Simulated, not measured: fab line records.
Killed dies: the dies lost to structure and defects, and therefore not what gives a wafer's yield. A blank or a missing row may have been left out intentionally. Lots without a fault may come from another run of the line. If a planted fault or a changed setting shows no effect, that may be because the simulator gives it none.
fab line records	flow nand-harc
record: lots: 13	wafers: 39	last-day: 34
route steps=1302 shown P_ZERO_WELL@32 P_GATE@145
lots untouched by any fault: they come from a run of this same line in which no faults occurred
start-h: hours from the record's first day to the start of the lot's first wafer shown	wait-h: hours from the lot's prior step to this one	" identical to the entry in the row above	L1.1+2: several wafers, shown together as one row	- no value, or no start given	* or withheld: withheld	< > ~ a bound
route shown NAME@n: names a module that has steps shown in the file, with the first one's number in the route	usual: the fault-free wafers' mean and standard deviation	same: alike in all rows	chamber/n: place in a boat	sites: per-site readings	_std_site: how widely they spread, as a standard deviation	_edge_site: mean of outer sites minus mean of inner sites	radius-mm: for every site, how far away it sits from the centre of the wafer	mask NAME#n: copy n	behind: the last tool/chamber to shape the wafer	hold: reason for holding the lot/hours on hold/outcome of the hold	device: transistor that didn't switch, given as n, p or np	end of line: the tests these same wafers got at the end of their route	a step with no rows: only its recipe	killed: dies lost to structure and defects at the first sort, not the wafer's yield	map: shows each die of a wafer: x if killed, . if not, _ if none is there
set.NAME: the setting as run; set.NAME@STEP: as run at that earlier step	model.NAME: the simulator's own value behind a step, which no gauge read
route steps across a sampled set of lots; one table per step, one row per wafer
services: when a tool's chamber went out of use (start-h, in hours from the record's first day, below 0 if earlier), for how many hours, and the reason
== steps ==
step: NHARC_P_ZERO_WELL_IMPLANT_27
recipe: energy-kev: 600	dose-cm2: 1e+13	tilt-deg: 7
lot.wafer	tool	chamber	start-h	wait-h
L348.3+4+6	implanter-01	0	42.98	0.2
L349.2+3+5	implanter-01	0	53.03	0.2
L350.1+4+5	implanter-01	0	62.82	0.1
L351.2+5+6	implanter-01	0	73.06	0.2
L352.3+5+6	implanter-01	0	82.94	0.2
L352.3+5+6	implanter-01	0	83.36	0.4
L353.2+3+5	implanter-02	0	93.14	0.2
L354.1+4+6	implanter-02	0	103.04	0.1
L359.2+4+6	implanter-01	0	153.40	0.2
L363.1+4+5	implanter-02	0	192.89	0.1
L363.1+4+5	implanter-01	0	193.30	0.4
L364.1+2+6	implanter-02	0	202.93	0.1
L365.2+3+6	implanter-02	0	213.63	0.1
L367.2+3+6	implanter-02	0	232.85	0.2
L368.3+4+5	implanter-02	0	242.85	0.2
step: NHARC_P_GATE_ETCH_104
recipe: target-depth-a: 600	time-s: withheld	cf4-flow-sccm: 100	chf3-flow-sccm: 30	ar-flow-sccm: 0	rf-w: 500	bias-w: 200	chemistry: CF4/CHF3
usual: cf4-flow-sccm: 100.0/0.33	drypump-motor-current-A: 5.6/0.48	oes-product-au: 0.949/0.022	rf-vpp-V: 371.2/2.1	showerhead-plenum-p-Torr: 1.59/0.06	throttle-valve-pct: 16.802/0.0089
lot.wafer	tool	chamber	start-h	wait-h	cf4-flow-sccm	drypump-motor-current-A	oes-product-au	rf-vpp-V	showerhead-plenum-p-Torr	throttle-valve-pct
L348.3	rie-diel-02	0	117.36	0.1	99.8	4.9	0.934	372.2	1.63	16.798
L348.4	"	2	"	"	99.9	5.9	0.933	372.2	1.58	16.802
L348.6	"	0	"	"	99.9	4.9	0.927	373.2	1.63	16.786
L349.3	rie-diel-05	2	121.51	0.1	100.4	5.0	0.926	373.5	1.67	16.809
L349.2	"	0	"	"	100.3	5.1	0.921	370.8	1.62	16.791
L349.5	"	2	"	"	99.7	5.0	0.920	373.9	1.67	16.804
L350.1	rie-diel-01	1	132.41	0.1	99.4	6.1	0.934	373.1	1.63	16.798
L350.4	"	2	"	"	99.4	5.3	0.942	368.3	1.49	16.794
L350.5	"	0	"	"	100.0	6.3	0.930	371.6	1.64	16.806
L351.2	rie-diel-02	0	151.68	0.1	100.6	4.9	0.967	370.6	1.63	16.803
L351.6	"	1	"	"	100.1	5.3	0.953	369.8	1.53	16.791
L351.5	"	2	"	"	99.9	5.9	0.956	371.0	1.58	16.799
L352.3	rie-diel-02	1	154.68	0.1	99.8	5.3	0.915	368.9	1.53	16.796
L352.6	"	2	"	"	99.9	5.9	0.906	370.9	1.58	16.806
L352.5	"	0	"	"	100.0	4.9	0.915	371.8	1.63	16.809
L353.3	rie-diel-05	1	166.07	0.1	100.2	5.8	0.948	367.5	1.50	16.803
L353.2	"	2	"	"	99.9	5.0	0.972	374.0	1.67	16.801
L353.5	"	1	"	"	99.7	5.8	0.965	369.7	1.50	16.801
L354.4	rie-diel-01	3	177.10	0.1	100.1	6.1	0.972	373.7	1.67	16.807
L354.1	"	1	"	"	99.6	6.0	0.965	372.5	1.63	16.799
L354.6	"	3	"	"	99.7	6.0	0.965	374.6	1.67	16.796
L359.2	rie-diel-02	2	226.55	0.1	100.1	5.9	0.956	369.4	1.58	16.801
L359.4	"	1	"	"	100.0	5.3	0.963	369.2	1.53	16.790
L359.6	"	2	"	"	99.7	5.8	0.954	369.3	1.58	16.792
L363.1	rie-diel-01	2	273.79	0.1	99.5	5.4	0.968	367.6	1.49	16.792
L363.5	"	2	"	"	100.1	5.4	0.964	367.8	1.49	16.795
L363.4	"	1	"	"	100.5	6.1	0.969	371.8	1.63	16.799
L364.1	rie-diel-05	3	278.25	0.1	100.2	6.1	0.996	370.0	1.56	16.795
L364.2	"	0	"	"	100.0	5.1	0.974	371.8	1.62	16.808
L364.6	"	0	"	"	100.3	5.0	0.967	373.2	1.62	16.797
L365.3	rie-diel-01	0	282.75	0.1	99.7	6.3	0.943	372.8	1.63	16.810
L365.2	"	1	"	"	99.7	6.1	0.929	371.0	1.63	16.812
L365.6	"	3	"	"	99.7	6.1	0.925	374.5	1.67	16.810
L367.3	rie-diel-01	0	310.07	0.1	100.6	6.3	0.922	372.2	1.63	16.808
L367.2	"	1	"	"	99.6	6.1	0.915	371.0	1.63	16.790
L367.6	"	3	"	"	99.9	6.0	0.921	372.7	1.67	16.799
L368.3	rie-diel-05	3	319.91	0.1	99.8	6.1	0.976	369.3	1.56	16.800
L368.4	"	1	"	"	99.2	5.8	0.948	368.3	1.50	16.792
L368.5	"	2	"	"	99.5	5.0	0.931	373.6	1.66	16.806
step: NHARC_P_GATE_ALD_36
recipe: target-thk-a: 200	pulse-time-s: 60	ald-cycles: 223	temp-c: 400	material: SiNx
usual: heater-power-w: 809/75	precursor-pulse-height-rel: 0.999/0.02
same: pulse-time-s: 60
lot.wafer	tool	chamber	start-h	wait-h	heater-power-w	precursor-pulse-height-rel
L348.4	ald-sin-04	0	118.57	-	735	0.985
L348.3	"	1	119.62	-	825	0.987
L348.6	"	0	122.76	-	743	1.012
L349.2	ald-sin-03	2	124.79	-	809	1.005
L349.3	"	3	125.84	-	761	0.968
L349.5	"	0	126.89	-	797	1.018
L350.1	ald-sin-02	1	135.04	-	643	1.007
L350.4	"	0	137.90	-	895	0.996
L350.5	"	1	139.34	-	656	1.023
L351.2	ald-sin-04	1	154.01	-	800	0.958
L351.5	"	0	157.25	-	736	1.002
L351.6	"	1	158.33	-	805	0.996
L352.3	ald-sin-03	3	158.05	-	770	1.013
L352.5	"	1	160.20	-	924	1.011
L352.6	"	2	161.28	-	817	1.017
L353.3	ald-sin-02	0	168.30	-	940	1.007
L353.2	"	1	169.36	-	645	0.980
L353.5	"	3	171.49	-	905	0.986
L354.4	ald-sin-04	0	178.30	-	772	0.979
L354.1	"	3	181.43	-	844	0.988
L354.6	"	0	182.47	-	720	0.987
L359.2	ald-sin-02	1	227.80	-	665	1.021
L359.4	"	1	232.00	-	649	1.022
L359.6	"	3	233.40	-	900	0.997
L363.4	ald-sin-04	1	275.04	-	808	0.991
L363.1	"	2	276.10	-	811	0.968
L363.5	"	2	280.34	-	835	1.003
L364.1	ald-sin-03	0	279.43	-	787	0.990
L364.2	"	1	280.49	-	858	1.005
L364.6	"	1	284.74	-	855	1.003
L365.3	ald-sin-02	0	285.44	-	931	0.979
L365.2	"	1	286.86	-	645	0.961
L365.6	"	0	289.69	-	935	0.983
L367.2	ald-sin-03	3	311.23	-	762	0.998
L367.3	"	0	312.26	-	777	1.029
L367.6	"	3	315.34	-	766	1.019
L368.4	ald-sin-02	0	322.24	-	884	0.979
L368.3	"	1	323.33	-	655	0.993
L368.5	"	0	326.58	-	863	0.979
step: NHARC_P_GATE_STRIP_111
recipe: power-w: 1500	temp-c: 110	time-s: 250	chemistry: N2/H2
usual: drypump-motor-current-A: 5.6/0.59	heater-power-w: 97/5.9
lot.wafer	tool	chamber	start-h	wait-h	drypump-motor-current-A	heater-power-w	rf-hours-counter-h
L348.3	plasma-asher-02	1	129.70	0.2	4.8	101	-
L348.4	"	0	"	"	5.2	105	-
L348.6	"	1	"	"	4.8	103	-
L349.2	plasma-asher-01	1	133.61	0.2	6.0	95	29
L349.3	"	0	"	"	6.2	92	-
L349.5	"	1	"	"	6.0	100	-
L350.1	plasma-asher-01	0	146.85	0.2	6.3	93	32
L350.4	"	1	"	"	5.9	95	-
L350.5	"	1	"	"	5.9	95	-
L351.2	plasma-asher-01	1	164.01	0.2	6.0	97	35
L351.5	"	1	"	"	6.0	97	-
L351.6	"	0	"	"	6.3	94	-
L352.3	plasma-asher-02	1	167.10	0.2	4.8	99	-
L352.5	"	1	"	"	4.8	102	-
L352.6	"	0	"	"	5.2	104	-
L353.2	plasma-asher-01	1	178.27	0.2	5.9	95	1
L353.3	"	1	"	"	5.9	96	-
L353.5	"	0	"	"	6.3	88	-
L354.1	plasma-asher-01	0	189.31	0.2	6.2	89	3
L354.4	"	0	"	"	6.3	86	-
L354.6	"	0	"	"	6.3	89	-
L359.2	plasma-asher-02	0	240.99	0.2	5.2	104	32
L359.4	"	0	"	"	5.2	110	-
L359.6	"	1	"	"	4.8	101	-
L363.1	plasma-asher-01	0	286.01	0.2	6.3	88	24
L363.4	"	0	"	"	6.3	90	-
L363.5	"	1	"	"	5.9	97	-
L364.2	plasma-asher-02	0	290.40	0.2	5.2	106	6
L364.1	"	1	"	"	4.8	96	6
L364.6	"	0	"	"	5.2	104	-
L365.2	plasma-asher-01	1	297.29	0.2	5.9	95	27
L365.3	"	1	"	"	5.9	97	-
L365.6	"	0	"	"	6.3	90	-
L367.2	plasma-asher-02	1	322.18	0.2	4.8	96	13
L367.3	"	1	"	"	4.8	95	-
L367.6	"	1	"	"	4.8	95	-
L368.3	plasma-asher-01	1	332.49	0.2	6.0	98	-
L368.4	"	0	"	"	6.3	88	-
L368.5	"	1	"	"	6.0	94	-
== services ==
tool	chamber	start-h	hours	kind
rie-diel-01	-	26.80	9.0	pm
ald-sin-02	1	31.33	4.6	repair
plasma-asher-02	-	72.87	9.0	pm
rie-diel-01	2	75.15	37.4	repair
rie-diel-01	-	79.05	1.0	repair
implanter-02	-	82.67	4.6	repair
implanter-01	-	92.80	2.4	repair
ald-sin-02	-	120.84	10.0	pm
ald-sin-02	3	130.89	3.3	repair
ald-sin-02	3	136.09	13.5	repair
implanter-01	-	143.19	2.1	repair
implanter-02	-	146.00	13.0	pm
plasma-asher-01	-	165.29	9.0	pm
implanter-02	-	188.62	4.1	repair
plasma-asher-02	-	196.34	7.1	repair
rie-diel-01	-	203.88	9.0	pm
ald-sin-02	2	217.53	19.9	repair
plasma-asher-01	-	238.06	6.0	repair
plasma-asher-02	-	249.28	1.9	repair
plasma-asher-02	-	251.22	9.0	pm
rie-diel-01	3	269.51	12.3	repair
rie-diel-01	2	275.44	16.7	repair
ald-sin-02	2	282.24	4.6	repair
implanter-01	-	327.00	13.0	pm
== key ==
first-sign: step: NHARC_P_ZERO_WELL_IMPLANT_27	reading: visit	direction: added
effect none on later readings
met-at NHARC_P_ZERO_WELL_IMPLANT_27
struck-lots L352,L363
tester-left-out L352,L363
not-acting-at NHARC_P_GATE_ETCH_104,NHARC_P_GATE_ALD_36,NHARC_P_GATE_STRIP_111
fault: kind: repeated-step-whole	tool: implanter-01,implanter-02	chamber: -	onset-h: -	steps: NHARC_P_ZERO_WELL_IMPLANT_27	times: 1	scope: struck-lots-only
tester-left-out: of these lots the tester's yield and bins aren't shown, on N5 and GAA mostly nor the transistor test; their killed dies are dies lost to structure and defects alone, not to doping, threshold or leakage, so they don't give the yield
